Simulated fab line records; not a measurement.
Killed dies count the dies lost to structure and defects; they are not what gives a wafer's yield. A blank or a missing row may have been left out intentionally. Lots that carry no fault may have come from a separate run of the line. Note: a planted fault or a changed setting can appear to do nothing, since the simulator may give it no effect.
fab line records -- flow nandHarc -- part 2 of 2: steps 5 to 6 of 6
record lots=22, wafers=66, lastDay=33
route steps=1302 shown P_CONTACT@232 P_M0@270 P_M1@310 P_M2@331
lots untouched by any fault: they come from a run of this same line in which no faults occurred
startH: hours from the record's first day to the start of the lot's first wafer shown -- waitH: time in hours since the lot's previous step -- " unchanged from the row above -- L1.1+2: several wafers, shown together as one row -- - no value present, or no start provided -- * or withheld: withheld -- < > ~ a bound
route shown NAME@n: a module of which the file shows steps, and the number in the route of the first -- usual: mean and standard deviation over wafers with no fault -- same: alike in all rows -- chamber/n: place in a boat -- sites: the reading at each site -- _std_site: the standard deviation of these -- _edge_site: inner sites' mean taken away from outer sites' mean -- radiusMm: for every site, how far away it sits from the centre of the wafer -- mask NAME#n: copy n -- behind: the last tool/chamber to shape the wafer -- hold: why the lot went on hold/how many hours it stayed there/how the hold came to an end -- device: the n, p or np transistor that did not switch -- end of line: the route-end tests of the same wafers -- for a step that has no rows: nothing shown but its recipe -- killed: not the wafer's yield, but the dies lost to structure and defects at the first sort -- map: dies across one wafer; x = killed, . = not, _ = none there
set.NAME: the setting that was run; set.NAME@STEP: the one run at that earlier step -- model.NAME: the simulator's own value behind a step, which no gauge read
the route's steps for a sample of lots (tables are steps, rows are wafers)
services: when a tool's chamber went out of use (startH, in hours from the record's first day, below 0 if earlier), for how many hours, and the reason
## steps
# step NHARC_P_M2_ETCH_15
# recipe targetDepthA=1825, timeS=91.2, c4f8FlowSccm=withheld, arFlowSccm=400, rfW=600, biasW=300, chemistry=C4F8/Ar
# usual biasW=300.0/0.91, oesProductAu=0.941/0.017, rfFwdPowerW=595.7/1.9, rfVppV=441.9/2.6
lot.wafer,tool,chamber,startH,waitH,biasW,oesProductAu,rfFwdPowerW,rfHoursCounterH,rfVppV
L074.2,rieDiel-12,2,-,-,300.8,0.934,595.4,1.6,441.1
L074.4,rieDiel-12,3,-,-,298.8,0.926,595.3,1.6,440.8
L074.5,rieDiel-12,1,-,-,298.9,0.929,595.0,-,442.0
L075.3,rieDiel-01,0,-,-,300.2,0.927,593.6,5.6,444.4
L075.2,rieDiel-01,1,-,-,299.9,0.927,595.7,5.7,446.2
L075.6,rieDiel-01,3,-,-,299.9,0.935,597.2,-,441.2
L077.2,rieDiel-01,0,-,-,300.3,0.932,593.7,7.5,444.2
L077.1,rieDiel-01,2,-,-,298.8,0.935,597.1,6.9,439.7
L077.5,rieDiel-01,1,-,-,300.8,0.927,594.8,-,445.0
L078.4,rieDiel-01,3,-,-,300.3,0.936,593.0,7.2,442.1
L078.3,rieDiel-01,0,-,-,299.6,0.924,596.8,7.6,443.9
L078.6,rieDiel-01,2,-,-,298.2,0.930,600.4,-,440.9
L079.1,rieDiel-12,1,-,-,297.6,0.927,594.9,5.8,441.5
L079.3,rieDiel-12,2,-,-,300.3,0.940,598.1,4.2,441.3
L079.4,rieDiel-12,2,-,-,299.9,0.939,599.2,-,443.4
L080.3,rieDiel-12,0,-,-,300.3,0.923,597.7,5.6,436.6
L080.1,rieDiel-12,1,-,-,300.0,0.930,594.1,6.7,440.8
L080.5,rieDiel-12,3,-,-,300.1,0.924,593.1,-,439.9
L082.3,rieDiel-12,1,-,-,300.3,0.929,594.0,8.3,439.5
L082.4,rieDiel-12,2,-,-,298.5,0.928,599.0,7.4,442.5
L082.6,rieDiel-12,3,-,-,300.5,0.923,593.1,-,441.3
L083.3,rieDiel-13,0,-,-,300.3,0.982,593.3,2.9,441.1
L083.4,rieDiel-13,2,-,-,300.2,0.951,592.9,2.9,440.3
L083.2,rieDiel-13,3,-,-,301.0,0.983,599.3,2.8,446.2
L084.1,rieDiel-13,3,-,-,300.7,0.969,595.2,3.8,446.5
L084.6,rieDiel-13,3,-,-,302.1,0.966,597.0,-,444.8
L084.5,rieDiel-13,0,-,-,299.7,0.963,592.1,-,441.9
L085.1,rieDiel-13,1,-,-,301.2,0.954,596.2,4.1,444.4
L085.4,rieDiel-13,3,-,-,300.9,0.949,596.2,4.0,446.4
L085.6,rieDiel-13,0,-,-,299.7,0.950,597.0,-,441.1
L086.4,rieDiel-13,1,-,-,299.5,0.967,594.2,4.2,444.7
L086.3,rieDiel-13,2,-,-,299.7,0.960,596.9,4.0,440.0
L086.6,rieDiel-13,3,-,-,301.8,0.966,596.5,-,445.2
L087.3,rieDiel-13,2,-,-,299.6,0.952,595.5,4.1,440.9
L087.4,rieDiel-13,3,-,-,298.8,0.967,597.7,4.2,444.5
L087.6,rieDiel-13,3,-,-,300.3,0.972,595.2,-,446.1
L088.3,rieDiel-13,1,-,-,299.9,0.949,597.4,5.0,445.4
L088.2,rieDiel-13,2,-,-,299.8,0.937,595.8,4.8,440.6
L088.5,rieDiel-13,0,-,-,299.4,0.943,596.7,-,440.3
L089.3,rieDiel-13,2,-,-,300.4,0.963,595.3,4.8,440.4
L089.6,rieDiel-13,1,-,-,300.7,0.957,593.1,-,446.5
L089.5,rieDiel-13,2,-,-,300.5,0.961,596.1,-,441.0
L090.2,rieDiel-01,0,-,-,300.5,0.929,595.7,5.4,443.8
L090.5,rieDiel-01,2,-,-,298.4,0.943,593.2,-,439.3
L090.6,rieDiel-01,3,-,-,300.6,0.917,597.1,-,440.7
L091.2,rieDiel-01,0,-,-,299.5,0.933,595.7,5.5,444.1
L091.5,rieDiel-01,3,-,-,299.9,0.919,594.7,-,441.0
L091.6,rieDiel-01,0,-,-,299.9,0.931,595.7,-,445.0
L092.4,rieDiel-13,0,-,-,301.2,0.918,594.3,6.3,440.9
L092.2,rieDiel-13,2,-,-,299.4,0.930,597.4,5.7,439.8
L092.5,rieDiel-13,0,-,-,300.5,0.929,596.3,-,440.7
L093.2,rieDiel-12,1,-,-,300.0,0.936,594.0,0.7,440.9
L093.1,rieDiel-12,3,-,-,299.7,0.929,595.2,1.1,441.0
L093.5,rieDiel-12,1,-,-,301.1,0.924,593.2,-,441.0
L094.3,rieDiel-12,1,-,-,299.1,0.932,595.6,1.0,439.7
L094.1,rieDiel-12,3,-,-,299.9,0.935,595.9,2.2,440.9
L094.5,rieDiel-12,1,-,-,300.0,0.938,594.5,-,440.7
L095.4,rieDiel-13,1,-,-,301.0,0.985,593.6,8.7,444.3
L095.5,rieDiel-13,3,-,-,300.2,0.967,597.9,-,445.2
L095.6,rieDiel-13,0,-,-,299.9,0.958,593.7,-,440.3
L096.4,rieDiel-01,0,-,-,300.6,0.922,597.7,10.3,444.6
L096.2,rieDiel-01,1,-,-,299.8,0.933,592.0,9.9,445.1
L096.1,rieDiel-01,2,-,-,300.5,0.929,597.0,8.5,439.3
L097.3,rieDiel-12,1,-,-,299.0,0.913,595.8,3.5,439.2
L097.1,rieDiel-12,2,-,-,297.9,0.913,597.0,4.0,443.1
L097.5,rieDiel-12,0,-,-,299.5,0.927,597.2,-,436.9
# step NHARC_P_M2_ETCH_28
# recipe targetDepthA=300, overEtchFrac=0.3, timeS=72.99, ionEnergyEv=150, cf4FlowSccm=50, n2FlowSccm=100, arFlowSccm=150, rfW=300, biasW=100, chemistry=CF4/N2
# usual biasW=99.9/0.3, drypumpMotorCurrentA=5.6/0.5, oesProductAu=1.002/0.0079, rfFwdPowerW=297.5/1.1, rfVppV=315.0/2, showerheadPlenumPTorr=2.68/0.11, throttleValvePct=19.794/0.0087
lot.wafer,tool,chamber,startH,waitH,biasW,drypumpMotorCurrentA,oesProductAu,rfFwdPowerW,rfHoursCounterH,rfVppV,showerheadPlenumPTorr,throttleValvePct
L074.2,rieDiel-13,3,-,-,99.8,5.0,0.994,297.9,5.8,317.6,2.83,19.787
L074.4,rieDiel-13,1,-,-,100.3,6.1,0.994,296.4,6.1,315.8,2.82,19.786
L074.5,rieDiel-13,0,-,-,99.8,6.0,0.985,295.0,-,315.4,2.64,19.794
L075.3,rieDiel-13,1,-,-,99.9,6.0,0.995,298.2,6.2,317.7,2.82,19.777
L075.2,rieDiel-13,2,-,-,99.7,5.0,1.011,299.8,6.2,312.4,2.60,19.801
L075.6,rieDiel-13,0,-,-,99.7,6.1,1.003,297.7,-,313.8,2.64,19.793
L077.1,rieDiel-12,2,-,-,100.2,5.8,1.019,297.8,3.6,315.5,2.67,19.793
L077.2,rieDiel-12,0,-,-,100.2,5.1,1.002,297.1,4.4,311.4,2.46,19.786
L077.5,rieDiel-12,2,-,-,99.7,5.8,1.000,297.8,-,315.6,2.67,19.778
L078.4,rieDiel-12,0,-,-,99.8,5.1,0.999,298.6,4.5,312.7,2.46,19.798
L078.3,rieDiel-12,1,-,-,100.3,5.4,1.003,297.2,4.8,313.9,2.63,19.782
L078.6,rieDiel-12,0,-,-,100.3,5.1,0.988,297.4,-,312.1,2.46,19.780
L079.1,rieDiel-01,1,-,-,100.3,5.4,0.997,296.0,9.0,318.4,2.81,19.797
L079.3,rieDiel-01,2,-,-,100.0,5.3,1.006,299.9,8.2,314.1,2.61,19.804
L079.4,rieDiel-01,3,-,-,100.0,6.5,1.004,298.2,8.4,313.7,2.63,19.798
L080.1,rieDiel-13,2,-,-,99.9,4.9,1.010,298.6,1.3,313.7,2.60,19.810
L080.3,rieDiel-13,3,-,-,99.6,5.1,1.003,297.8,1.0,317.0,2.82,19.782
L080.5,rieDiel-13,1,-,-,99.9,6.1,0.997,298.3,-,317.3,2.82,19.791
L082.4,rieDiel-13,0,-,-,100.2,6.1,1.001,299.1,2.8,314.7,2.64,19.795
L082.3,rieDiel-13,1,-,-,100.5,6.0,1.000,296.9,2.9,317.3,2.82,19.799
L082.6,rieDiel-13,3,-,-,100.1,5.1,1.009,298.4,-,316.6,2.82,19.792
L083.3,rieDiel-13,0,-,-,100.1,6.1,1.000,295.8,3.0,314.6,2.64,19.807
L083.4,rieDiel-13,1,-,-,99.5,6.0,1.019,296.8,3.0,317.3,2.82,19.799
L083.2,rieDiel-13,2,-,-,99.7,4.9,1.016,296.1,2.9,312.5,2.60,19.787
L084.1,rieDiel-12,3,-,-,100.0,6.2,0.997,296.5,8.4,314.3,2.61,19.790
L084.6,rieDiel-12,3,-,-,99.7,6.2,1.009,296.2,-,313.3,2.61,19.792
L084.5,rieDiel-12,0,-,-,100.3,5.1,1.000,297.4,-,311.4,2.46,19.806
L085.1,rieDiel-13,2,-,-,100.2,5.0,1.000,299.5,3.9,312.7,2.60,19.782
L085.4,rieDiel-13,3,-,-,100.0,5.1,0.988,298.9,4.1,317.2,2.82,19.819
L085.6,rieDiel-13,1,-,-,99.7,6.1,1.002,296.4,-,317.1,2.82,19.798
L086.3,rieDiel-12,1,-,-,99.7,5.4,0.993,296.9,9.2,315.4,2.62,19.804
L086.4,rieDiel-12,3,-,-,99.8,6.2,1.006,296.9,8.8,313.9,2.61,19.789
L086.6,rieDiel-12,1,-,-,100.1,5.4,1.004,295.9,-,314.3,2.62,19.800
L087.3,rieDiel-12,2,-,-,99.3,5.8,1.011,299.2,8.0,315.2,2.67,19.787
L087.4,rieDiel-12,3,-,-,99.4,6.2,1.013,295.6,8.9,312.9,2.61,19.804
L087.6,rieDiel-12,2,-,-,99.8,5.8,1.006,297.6,-,315.5,2.67,19.785
L088.2,rieDiel-01,2,-,-,99.6,5.3,1.015,299.8,3.2,312.0,2.61,19.796
L088.3,rieDiel-01,3,-,-,99.8,6.4,1.000,297.5,3.9,315.5,2.62,19.793
L088.5,rieDiel-01,1,-,-,99.8,5.4,1.007,296.3,-,318.2,2.81,19.775
L089.3,rieDiel-13,0,-,-,99.6,6.1,0.997,297.0,5.5,314.1,2.64,19.791
L089.6,rieDiel-13,0,-,-,99.7,6.1,0.990,296.9,-,314.7,2.64,19.811
L089.5,rieDiel-13,1,-,-,100.7,6.1,0.996,297.3,-,316.2,2.82,19.791
L090.2,rieDiel-01,1,-,-,100.5,5.4,1.007,297.3,4.6,316.8,2.81,19.795
L090.6,rieDiel-01,2,-,-,100.1,5.3,1.007,298.8,-,313.7,2.61,19.797
L090.5,rieDiel-01,3,-,-,100.1,6.5,1.008,298.6,-,313.9,2.62,19.807
L091.2,rieDiel-12,0,-,-,100.2,5.1,0.997,297.9,0.2,310.7,2.46,19.791
L091.5,rieDiel-12,1,-,-,100.1,5.4,1.021,297.7,-,314.6,2.62,19.805
L091.6,rieDiel-12,2,-,-,99.9,5.8,1.018,298.4,-,315.1,2.67,19.796
L092.2,rieDiel-13,0,-,-,99.3,6.1,0.983,297.4,6.4,314.2,2.64,19.804
L092.4,rieDiel-13,2,-,-,99.5,5.0,1.004,296.3,5.8,313.5,2.60,19.783
L092.5,rieDiel-13,1,-,-,99.8,6.1,0.997,299.3,-,318.2,2.82,19.804
L093.1,rieDiel-01,1,-,-,100.0,5.4,1.009,298.2,6.7,317.4,2.80,19.806
L093.2,rieDiel-01,2,-,-,100.2,5.3,1.010,297.5,6.2,313.4,2.61,19.785
L093.5,rieDiel-01,1,-,-,99.9,5.4,1.008,299.0,-,317.7,2.80,19.801
L094.1,rieDiel-01,2,-,-,100.0,5.3,1.010,297.8,7.3,312.4,2.61,19.798
L094.3,rieDiel-01,3,-,-,100.1,6.5,1.008,297.4,8.5,313.1,2.62,19.785
L094.5,rieDiel-01,2,-,-,100.1,5.3,1.008,298.6,-,312.1,2.61,19.793
L095.4,rieDiel-12,1,-,-,100.0,5.4,1.004,297.8,1.1,315.0,2.62,19.819
L095.5,rieDiel-12,1,-,-,100.1,5.4,0.999,296.8,-,315.2,2.62,19.801
L095.6,rieDiel-12,2,-,-,99.7,5.8,1.003,299.2,-,314.4,2.67,19.784
L096.4,rieDiel-01,0,-,-,99.9,5.0,1.005,296.3,10.4,317.0,2.77,19.787
L096.2,rieDiel-01,1,-,-,100.3,5.4,1.013,294.7,10.0,318.3,2.80,19.800
L096.1,rieDiel-01,3,-,-,100.0,6.4,1.007,297.1,9.9,313.7,2.62,19.807
L097.1,rieDiel-13,1,-,-,100.2,6.1,0.994,296.6,0.5,317.0,2.82,19.802
L097.3,rieDiel-13,2,-,-,99.5,4.9,0.999,299.0,0.5,313.1,2.59,19.789
L097.5,rieDiel-13,1,-,-,99.9,6.0,1.002,297.3,-,319.0,2.82,19.800
## services
tool,chamber,startH,hours,kind
rieDiel-03,-,104.30,9.0,pm
rieDiel-08,-,116.28,1.1,repair
rieDiel-08,2,133.19,6.7,repair
rieDiel-11,2,135.82,1.6,repair
rieDiel-13,-,165.00,9.0,pm
rieDiel-12,0,177.55,8.0,repair
rieDiel-08,-,191.69,9.0,pm
rieDiel-03,1,195.82,15.9,repair
rieDiel-01,-,203.80,9.0,pm
rieDiel-12,2,231.05,7.4,repair
rieDiel-11,-,255.71,9.0,pm
rieDiel-12,0,266.02,2.6,repair
rieDiel-12,-,268.40,9.0,pm
rieDiel-01,0,277.26,3.5,repair
rieDiel-08,1,283.86,1.2,repair
rieDiel-01,0,298.87,1.5,repair
rieDiel-11,3,303.54,6.8,repair
rieDiel-13,0,315.73,1.5,repair
rieDiel-12,1,319.98,4.8,repair
rieDiel-01,3,328.72,4.2,repair
rieDiel-12,2,330.61,3.5,repair
rieDiel-12,-,337.84,1.1,repair
rieDiel-13,-,342.00,9.0,pm
rieDiel-08,1,349.31,3.2,repair
